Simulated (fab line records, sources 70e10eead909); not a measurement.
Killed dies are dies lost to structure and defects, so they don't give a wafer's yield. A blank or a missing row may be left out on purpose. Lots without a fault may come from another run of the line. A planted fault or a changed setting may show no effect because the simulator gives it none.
A struck lot beside a sound one | flow nand_harc | 14 steps out of a route of 1302
Sound: wafers L155.1, L155.2, L155.3. Struck: wafers L148.1, L148.2, L148.6. The cause comes at the end.
At each step with rows: each side's tool, then ch and its chambers, then its first start. Under that, the readings that differ: sound wafers | struck wafers | difference of the means | sigmas: that difference in standard deviations of wafers without a fault.
alike: readings whose means differ by less than 2 such deviations, and words and numbers that are the same on both sides. not compared: withheld readings, readings that some wafer has no value for, bounds like >300 that may hide the same value, and numbers for which the record gives no deviation and whose values overlap.
The two part at a step that has a row with sigmas, a row that says differs or no value, or rows on one side only. Numbers that don't overlap but have no deviation are shown without sigmas and don't part them. A reading that every wafer of one side lacks parts them only if that side has two wafers or more.

NHARC_A_BONDPAD_CD_MEAS_09: target cd 500 nm.
  sound on cd_sem-03 ch 0, day 31 14:40; struck on cd_sem-02 ch 0, day 29 04:44
  alike: cd_nm
NHARC_A_BONDPAD_OVL_MEAS_35:
  sound on overlay-02, day 31 14:46; struck on overlay-01, day 29 04:50
  reading           | sound       | struck | difference | sigmas
  overlay_x_nm (nm) | -10 -10 -10 | 4 4 4  | +14        | +4
  alike: overlay_y_nm
then, 1 step without rows for these wafers: NHARC_A_BONDPAD_HARDBAKE_10 (time 65 s).
NHARC_A_BONDPAD_DESCUM_11: chemistry O2, time 3 s.
  sound on rie_diel-07 ch 0,2,3, day 31 14:53; struck on rie_diel-04 ch 1,3, day 29 04:58
  alike: drypump_motor_current_A, oes_product_au, rf_vpp_V, showerhead_plenum_p_Torr, throttle_valve_pct
  not compared: rf_hours_counter_h
NHARC_A_BONDPAD_ETCH_34: etches the open film in N2/H2, target depth 60 nm, overetch 18 nm, time 65.91 s.
  sound on rie_diel-07 ch 1,2,3, day 31 14:58; struck on rie_diel-04 ch 0,1,3, day 29 05:03
  alike: drypump_motor_current_A, oes_product_au, rf_vpp_V, showerhead_plenum_p_Torr, throttle_valve_pct
  not compared: rf_hours_counter_h
NHARC_A_BONDPAD_ETCH_12: etches the open film in CHF3/O2, target depth 220 nm, time 110 s.
  sound on rie_diel-07 ch 0,1,3; struck on rie_diel-04 ch 0,2,3
  alike: drypump_motor_current_A, oes_product_au, rf_vpp_V, showerhead_plenum_p_Torr, throttle_valve_pct
  not compared: rf_hours_counter_h
NHARC_A_BONDPAD_CD_MEAS_13:
  sound on cd_sem-03, day 31 15:12; struck on cd_sem-01, day 29 05:16
  reading    | sound             | struck            | difference | sigmas
  cd_nm (nm) | 497.6 497.7 494.4 | 503.0 497.9 503.1 | +4.8       | +2
then, 4 steps without rows for these wafers: NHARC_A_BONDPAD_STRIP_15 (strips in O2); NHARC_A_BONDPAD_ETCH_24 (etches the open film in CF4/N2, target depth 30 nm, time 72.99 s); NHARC_A_BONDPAD_STRIP_16 (strips in post etch residue remover, time 600 s); NHARC_A_BONDPAD_DEGAS_25 (time 60 s).
NHARC_A_BONDPAD_PRE_CLEAN_26: time 30 s.
  sound on pvd_sputter-03; struck on pvd_sputter-01
  alike: heater_power_w, susceptor_temp_C
NHARC_A_BONDPAD_PVD_17: deposits TaN, target thk 5 nm, time 8.06 s.
  sound on pvd_sputter-03, day 31 15:56; struck on pvd_sputter-01, day 29 06:01
  no value came back on the struck wafers for bias_v (V), cathode_dc_power_W (W), throttle_valve_pct (%); on the sound wafers bias_v (V) reads 167.0 167.2 169.0
NHARC_A_BONDPAD_PVD_27: deposits Cu, target thk 30 nm, time 20.49 s.
  sound on pvd_sputter-03; struck on pvd_sputter-01
  alike: cathode_dc_power_W, chamber_pressure_pa, throttle_valve_pct

WHERE THEY PART
First at NHARC_A_BONDPAD_OVL_MEAS_35; last, within this record, at NHARC_A_BONDPAD_PVD_17. Later steps at which nothing parts them and some readings are alike: NHARC_A_BONDPAD_PVD_27.

WHY: what the simulator had put in
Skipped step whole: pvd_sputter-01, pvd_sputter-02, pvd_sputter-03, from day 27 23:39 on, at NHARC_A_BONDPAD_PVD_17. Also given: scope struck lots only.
